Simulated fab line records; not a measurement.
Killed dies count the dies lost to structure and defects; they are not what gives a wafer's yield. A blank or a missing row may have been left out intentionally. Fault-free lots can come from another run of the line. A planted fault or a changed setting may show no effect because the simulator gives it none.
Matching of chambers + flow n5Finfet + N5_BEOL_M0_CO_CAP_123 on cvdCo-02 has 3 sister chambers
The step material Co, precursor CCTBA/H2, target thk 2 nm, time 102.1 s. 6 wafers are shown with their chamber, then 12 later ones without.

== WAFERS, EACH WITH ITS CHAMBER ==
| wafer  | chamber | heaterPowerW (W) |
|--------|---------|------------------|
| L089.4 | 1       | 244              |
| L092.4 | 1       | 250              |
| L092.6 | 0       | 234              |
| L093.1 | 2       | 210              |
| L093.2 | 0       | 239              |
| L093.6 | 2       | 213              |

== WAFERS WHOSE CHAMBER IS MISSING ==
| wafer  | heaterPowerW (W) |
|--------|------------------|
| L094.1 | 255              |
| L094.4 | 249              |
| L094.5 | 241              |
| L095.1 | 241              |
| L095.3 | 256              |
| L095.4 | 257              |
| L096.3 | 259              |
| L096.4 | 241              |
| L096.6 | 247              |
| L097.2 | 253              |
| L097.3 | 238              |
| L097.5 | 242              |

== WHICH CHAMBER EACH WENT THROUGH ==
| wafer  | from the rows above     | in truth |
|--------|-------------------------|----------|
| L094.1 | 1                       | 1        |
| L094.4 | 1                       | 1        |
| L094.5 | can't be placed: 0 or 1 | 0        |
| L095.1 | can't be placed: 0 or 1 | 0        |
| L095.3 | 1                       | 1        |
| L095.4 | 1                       | 1        |
| L096.3 | 1                       | 1        |
| L096.4 | can't be placed: 0 or 1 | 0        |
| L096.6 | 1                       | 1        |
| L097.2 | 1                       | 1        |
| L097.3 | 0                       | 0        |
| L097.5 | can't be placed: 1 or 0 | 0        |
Correct placement for 8 of the 12. Not placeable from these rows: 4 (in 4, the candidates include the true chamber). Placed wrongly: 0.
How it was worked out, from the rows above alone: a wafer's distance from a chamber is the root of the sum, over the readings, of the square of ((its reading less the chamber's mean) divided by the reading's scatter). The wafer belongs to the nearest chamber; if the next one is less than 2 further off, it can't be placed. Each chamber's mean is taken over the wafers shown for it. The scatter: the root of (the sum of the squares of (reading less its chamber's mean) over the shown wafers, divided by (wafers less chambers)).
